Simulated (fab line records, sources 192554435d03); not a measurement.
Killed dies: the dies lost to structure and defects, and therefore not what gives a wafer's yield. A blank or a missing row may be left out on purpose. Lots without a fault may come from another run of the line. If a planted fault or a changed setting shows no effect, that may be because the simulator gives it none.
Struck lot and sound lot, side by side / flow n5 finfet / 16 steps out of a route of 1938
Sound: the wafers L559.1, L559.2, L559.4. Struck: wafer L574.6 (L574.2, L574.3, from the same lot, were not struck and are left out); the cause is given at the end.
Each step with rows lists, per side, the tool, then ch with its chambers, then its first start. Under that, the readings that differ: sound wafers / struck wafers / difference of the means / sigmas: that difference in standard deviations of wafers without a fault.
alike: words and numbers the same on both sides, and readings whose means are apart by under 2 such deviations; not compared: readings that were withheld, readings missing a value for some wafer, numbers with overlapping values and no deviation given by the record, and bounds like >300 which may hide the same value.
A row with sigmas, a row that says differs or no value, or rows on one side alone: a step with any of these is where the two part. Numbers that don't overlap but have no deviation are shown without sigmas and don't part them. A reading missing from all wafers of one side parts the sides only when that side holds two or more wafers.

first, 3 steps without rows for these wafers: N5_MOL_CONTACT_COAG_ETCH_106 (etches SOC in N2/H2, target depth 80 nm, overetch 16 nm, time 120 s); N5_MOL_CONTACT_COAG_STRIP_107 (strips in N2/H2); N5_MOL_CONTACT_COAG_STRIP_108 (strips in N2/H2).
N5_MOL_CONTACT_COAG_CONTACT_ETCH_14: etches SiO2 in C4F6/O2, target depth 27.5 nm, overetch 8.5 nm, time 20 s.
  sound on rie diel-03 ch 0,1,2, day 4 20:55; struck on rie diel-05 ch 3, day 8 16:02
reading=mfc ar sccm (sccm); sound=300.1 300.2 301.1; struck=298.3; difference=-2.2; sigmas=-2
  alike: O2_flow_sccm, bias w, drypump motor current A, oes_f_703_au, oes_o_777_au, oes product au, rf fwd power W, rf vpp V, showerhead plenum p Torr, throttle valve pct
  not compared: rf hours counter h
then, 2 steps without rows for these wafers: N5_MOL_CONTACT_COAG_STRIP_109 (strips in C4F6/O2); N5_MOL_CONTACT_COAG_ETCH_15 (etches SiNx in CH3F/O2, stops on Si:P, target depth 7 nm).
N5_MOL_CONTACT_COAG_ETCH_110: etches Si in CF4/O2, target depth 2.5 nm, time 8 s.
  sound on rie diel-03 ch 0,1,2, day 4 21:00; struck on rie diel-05 ch 3, day 8 16:08
  alike: O2_flow_sccm, bias w, drypump motor current A, mfc ar sccm, oes_f_703_au, oes_o_777_au, oes product au, rf fwd power W, rf vpp V, showerhead plenum p Torr, throttle valve pct
  not compared: rf hours counter h
N5_MOL_CONTACT_COAG_STRIP_98: strips in N2/H2.
  sound on rie diel-03 ch 0,1,2, day 4 21:03; struck on rie diel-05 ch 3, day 8 16:11
  alike: bias power w, drypump motor current A, h2 flow sccm, oes product au, rf vpp V, showerhead plenum p Torr, temp c, throttle valve pct
  not compared: rf hours counter h
N5_MOL_CONTACT_COAG_CD_MEAS_99: target cd 17.2 nm.
  sound on cd sem-02 at day 4 21:07; struck on cd sem-02 at day 8 16:15
  alike: cd nm
then, 2 steps without rows for these wafers: N5_MOL_CONTACT_COAG_IMPLANT_129; N5_MOL_CONTACT_COAG_PRECLEAN_111 (cleans in NF3:NH3, afs cycles 1, time 20 s, sublimation time 60 s).
N5_MOL_CONTACT_COAG_TI_SIL_19: material Ti, target thk 4.2 nm, time 15 s.
  sound on pvd sputter-01 at day 5 01:04; struck on pvd sputter-01 at day 8 16:43
  alike: throttle valve pct
N5_MOL_CONTACT_COAG_ALD_20: deposits TiN, target thk 1.5 nm, pulse time 1 s, purge time 3 s.
  sound on ald metal-04 ch 0,2,3, day 5 01:11; struck on ald metal-03 ch 2, day 8 16:50
reading=ald cycles; sound=68 68 68; struck=118; difference=+50; sigmas=
reading=model.TiN_of_MOL_CONTACT_COAG_ALD_20.thk nm (nm); sound=1.6 1.6 1.6; struck=2.6; difference=+1.0; sigmas=
  alike: heater power w, precursor pulse height rel
N5_MOL_CONTACT_COAG_SIL_ANNEAL_21: time 60 s.
  sound on rtp anneal-02 ch 0, day 5 01:35; struck on rtp anneal-01 ch 0, day 8 17:15
reading=wafer_temp_C_max; sound=552.9 553.8 552.1; struck=551.8; difference=-1.1; sigmas=-2
  alike: lamp power pct
-- record jumps: 3 days separate the struck wafers' starts on either side; left off in module MOL_CONTACT_COAG, taken up again in module BEOL_M4, whose first shown step is the route's number 1111 --
N5_BEOL_M4_RC_MEAS_101:
  sound on prober-02 ch 0, day 8 04:15; struck on prober-02 ch 0, day 11 16:46
  alike: DIBL_N, DIBL_P, IOFF_N, IOFF_P, ION_N, ION_P, SS_N, SS_P, VT_N, VT_P
-- the record jumps here: 5 days lie between the struck wafers' starts before and after (it left off in module BEOL_M4 and takes up again in module PASSIVATION, whose first step shown is number 1936 of the route) --
N5_PASSIVATION_PROBE_49:
  sound on prober-02 at day 12 15:05; struck on prober-02 at day 16 12:14
reading=killed_at_M4_up; sound=11 7 10; struck=21; difference=+12; sigmas=+2
  alike: defect limited yield, killed_at_M0_to_M3, killed at contacts, killed at front end, killed at other, killed dies, killed open, killed short, sort_bin_4_leakage, sort_bin_5_function, sort_bin_6_memory, sort_bin_8_speed, sort n pass, sort yield pct

## WHERE THEY PART
At N5_MOL_CONTACT_COAG_CONTACT_ETCH_14 first; at N5_PASSIVATION_PROBE_49 last (within this record only).

WHY: the cause the simulator had injected
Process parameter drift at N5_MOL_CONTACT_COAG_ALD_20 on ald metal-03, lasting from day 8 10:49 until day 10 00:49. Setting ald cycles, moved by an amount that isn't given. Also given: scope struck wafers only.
